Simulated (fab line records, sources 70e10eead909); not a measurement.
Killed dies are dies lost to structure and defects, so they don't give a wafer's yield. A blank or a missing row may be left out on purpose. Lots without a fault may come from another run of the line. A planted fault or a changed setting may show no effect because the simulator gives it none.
Which tool did it? | flow nand_harc | 13 lots, 37 wafers sampled, at 6 steps of a route of 1302

WHAT THE GAUGES READ, wafer by wafer
NHARC_A_ONON_D1_THK_MEAS_21: measures by ellipsometry.
lot  | measured     | on            | thk_nm (nm)
L956 | day 8 06:43  | film_metro-01 | 1006 1005 1005
L958 | day 9 04:26  | film_metro-01 | 981 981 982
L959 | day 9 04:26  | film_metro-01 | 1014 1012 1013
L960 | day 9 15:05  | film_metro-02 | 985 988 985
L963 | day 10 22:04 | film_metro-02 | 996 996 997
L964 | day 11 11:28 | film_metro-01 | 1005 1005 1007
L966 | day 12 17:44 | film_metro-01 | 998 999 999
L967 | day 12 23:12 | film_metro-01 | 1003 1005 1004
L969 | day 13 15:05 | film_metro-01 | 1007 1009 1009
L973 | day 15 00:08 | film_metro-01 | 650 650 983
L974 | day 15 19:00 | film_metro-01 | 679 1010
L975 | day 16 02:24 | film_metro-02 | 1001 1002 1003
L977 | day 16 14:44 | film_metro-01 | 663 994

NHARC_END_SORT_01.
lot  | measured     | on        | killed_at_array | killed_at_other | killed_at_periphery | killed_dies | killed_open | killed_short
L973 | day 30 10:23 | prober-01 | 676 675 63      | 0 0 0           | 1 2 2               | 677 677 65  | 2 3 2       | 2 0 6
L974 | day 31 13:04 | prober-01 | 672 49          | 0 0             | 5 5                 | 677 54      | 1 4         | 1 0
L977 | day 32 19:23 | prober-01 | 673 66          | 1 1             | 3 3                 | 677 70      | 2 4         | 5 2

WHICH TOOL RAN EACH LOT (tool, then ch and the chambers of the sampled wafers, then the start)
lot  | NHARC_P_BONDPAD_DESCUM_11          | NHARC_P_BONDPAD_DEGAS_25     | NHARC_A_ZERO_WELL_ETCH_13        | NHARC_A_ONON_D1_DEP_19
L956 | rie_diel-08 ch 0,1, day 6 15:29    | pvd_sputter-02, day 6 16:28  | rie_si-06 ch 0,2,3, day 6 19:48  | pecvd_onon-04 ch 0, day 8 06:16
L958 | rie_diel-13 ch 1,2, day 7 15:24    | pvd_sputter-02, day 7 16:20  | rie_si-04 ch 0,3, day 7 20:22    | pecvd_onon-04 ch 0, day 9 03:56
L959 | rie_diel-13 ch 0,1,3, day 7 18:41  | pvd_sputter-01, day 7 19:37  | rie_si-01 ch 0,3, day 7 22:54    | pecvd_onon-03 ch 0, day 9 03:56
L960 | rie_diel-03 ch 1,2,3, day 8 01:49  | pvd_sputter-01, day 8 02:44  | rie_si-01 ch 1,2, day 8 06:05    | pecvd_onon-03 ch 0, day 9 14:45
L963 | rie_diel-13 ch 0,2, day 9 10:08    | pvd_sputter-01, day 9 11:07  | rie_si-06 ch 0,2,3, day 9 14:17  | pecvd_onon-04 ch 0, day 10 21:37
L964 | rie_diel-08 ch 2,3, day 9 23:11    | pvd_sputter-01, day 10 00:07 | rie_si-06 ch 1,2, day 10 03:19   | pecvd_onon-01 ch 0, day 11 11:01
L966 | rie_diel-08 ch 0,1,3, day 11 01:44 | pvd_sputter-03, day 11 02:41 | rie_si-01 ch 1,2, day 11 05:59   | pecvd_onon-03 ch 0, day 12 17:23
L967 | rie_diel-08 ch 0,1, day 11 07:31   | pvd_sputter-02, day 11 08:30 | rie_si-01 ch 0,3, day 11 11:50   | pecvd_onon-04 ch 0, day 12 22:45
L969 | rie_diel-08 ch 1,2,3, day 12 02:31 | pvd_sputter-02, day 12 03:31 | rie_si-01 ch 0,1,2, day 12 06:49 | pecvd_onon-04 ch 0, day 13 14:34
L973 | rie_diel-03 ch 0,3, day 13 13:23   | pvd_sputter-02, day 13 14:19 | rie_si-01 ch 1,3, day 13 17:37   | pecvd_onon-04 ch 0, day 14 23:37
L974 | rie_diel-13 ch 1,3, day 14 04:20   | pvd_sputter-01, day 14 05:17 | rie_si-06 ch 1,2, day 14 08:33   | pecvd_onon-04 ch 0, day 15 18:29
L975 | rie_diel-13 ch 0,2,3, day 14 13:37 | pvd_sputter-01, day 14 14:34 | rie_si-01 ch 1,2,3, day 14 17:56 | pecvd_onon-01 ch 0, day 16 01:53
L977 | rie_diel-08 ch 1,2, day 15 03:17   | pvd_sputter-03, day 15 04:13 | rie_si-06 ch 1,2, day 15 07:26   | pecvd_onon-04 ch 0, day 16 14:20
- NHARC_P_BONDPAD_DESCUM_11: chemistry O2, time 3 s.
- NHARC_P_BONDPAD_DEGAS_25: time 60 s.
- NHARC_A_ZERO_WELL_ETCH_13: etches the open film in HBr/Cl2, target depth 120 nm, time 40.1 s.
- NHARC_A_ONON_D1_DEP_19: target thk 1000 nm.

WHAT THE TOOLS THEMSELVES READ (means of the sampled wafers that have a number; where no wafer has one, the mark that the record gives instead)
NHARC_P_BONDPAD_DESCUM_11.
lot  | tool        | drypump_motor_current_A (A) | oes_product_au (a.u.) | rf_vpp_V (V) | showerhead_plenum_p_Torr (Torr) | throttle_valve_pct (%)
L956 | rie_diel-08 | 5.8                         | 1.009                 | 57.9         | 1.96                            | 11.315
L958 | rie_diel-13 | 5.8                         | 1.013                 | 56.9         | 1.84                            | 11.304
L959 | rie_diel-13 | 5.6                         | 1.008                 | 57.5         | 1.90                            | 11.316
L960 | rie_diel-03 | 5.3                         | 0.999                 | 58.0         | 1.99                            | 11.309
L963 | rie_diel-13 | 5.9                         | 0.998                 | 57.4         | 1.90                            | 11.313
L964 | rie_diel-08 | 6.0                         | 1.006                 | 57.9         | 1.89                            | 11.303
L966 | rie_diel-08 | 5.8                         | 1.014                 | 58.1         | 1.93                            | 11.304
L967 | rie_diel-08 | 5.8                         | 1.005                 | 57.9         | 1.96                            | 11.311
L969 | rie_diel-08 | 5.8                         | 1.009                 | 57.4         | 1.88                            | 11.311
L973 | rie_diel-03 | 4.9                         | 1.001                 | 58.2         | 2.03                            | 11.306
L974 | rie_diel-13 | 5.5                         | 1.010                 | 57.6         | 1.83                            | 11.305
L975 | rie_diel-13 | 6.0                         | 0.997                 | 57.4         | 1.90                            | 11.309
L977 | rie_diel-08 | 5.7                         | 1.001                 | 57.5         | 1.83                            | 11.296

NHARC_P_BONDPAD_DEGAS_25.
lot  | tool           | heater_power_w (W)
L956 | pvd_sputter-02 | 393
L958 | pvd_sputter-02 | 401
L959 | pvd_sputter-01 | 478
L960 | pvd_sputter-01 | 418
L963 | pvd_sputter-01 | 453
L964 | pvd_sputter-01 | 492
L966 | pvd_sputter-03 | 476
L967 | pvd_sputter-02 | 396
L969 | pvd_sputter-02 | 406
L973 | pvd_sputter-02 | 391
L974 | pvd_sputter-01 | 490
L975 | pvd_sputter-01 | 457
L977 | pvd_sputter-03 | 522

NHARC_A_ZERO_WELL_ETCH_13.
lot  | tool      | bias_w (W) | drypump_motor_current_A (A) | oes_product_au (a.u.) | throttle_valve_pct (%)
L956 | rie_si-06 | 100.0      | 5.9                         | 1.002                 | 26.403
L958 | rie_si-04 | 99.9       | 6.0                         | 0.989                 | 26.409
L959 | rie_si-01 | 99.9       | 5.5                         | 0.996                 | 26.406
L960 | rie_si-01 | 99.9       | 5.5                         | 0.999                 | 26.412
L963 | rie_si-06 | 100.0      | 5.9                         | 1.001                 | 26.412
L964 | rie_si-06 | 100.1      | 6.2                         | 1.005                 | 26.413
L966 | rie_si-01 | 99.9       | 5.5                         | 1.011                 | 26.406
L967 | rie_si-01 | 100.1      | 5.5                         | 0.997                 | 26.408
L969 | rie_si-01 | 99.8       | 5.5                         | 1.001                 | 26.403
L973 | rie_si-01 | 100.2      | 5.2                         | 0.996                 | 26.401
L974 | rie_si-06 | 100.1      | 6.3                         | 1.000                 | 26.392
L975 | rie_si-01 | 100.1      | 5.4                         | 1.006                 | 26.406
L977 | rie_si-06 | 99.8       | 6.3                         | 0.988                 | 26.415

THE ANSWER, worked out from the rows above alone
Rule: what is usual is taken from the lots themselves. Put in order of their means at a reading, lots are off if they are a third of the lots or fewer, leave a main group of 4 or more, and stand apart from it by a gap of 3 or more times the standard deviation of the main group's means; of several such gaps the widest counts. A main group whose means are all the same, to the digits that the tables above print for the reading, isn't used. A lot without any number at a reading at which 4 lots or more have one is off too. The other lots that the step has rows for count as sound. The gauges are gone through in route order, then the tools' own readings, and for those a lot's mean is taken as printed above. The first step at which some lot is off is used, and at that step the reading that is off furthest; a lot without a number counts as furthest.
Off: L973, L974, L977, at NHARC_A_ONON_D1_THK_MEAS_21 (thk_nm). The main group: mean 1000 nm, standard deviation 9.4.
A tool fits if, at a process step before that reading, it ran every lot that is off, and no sound lot after the first of them. The gauges at NHARC_A_ONON_D1_THK_MEAS_21 are tried like those tools. Can't be told from this: 2 tools fit, pecvd_onon-04 at NHARC_A_ONON_D1_DEP_19, film_metro-01 at NHARC_A_ONON_D1_THK_MEAS_21.

WHAT THE SIMULATOR HAD PUT IN
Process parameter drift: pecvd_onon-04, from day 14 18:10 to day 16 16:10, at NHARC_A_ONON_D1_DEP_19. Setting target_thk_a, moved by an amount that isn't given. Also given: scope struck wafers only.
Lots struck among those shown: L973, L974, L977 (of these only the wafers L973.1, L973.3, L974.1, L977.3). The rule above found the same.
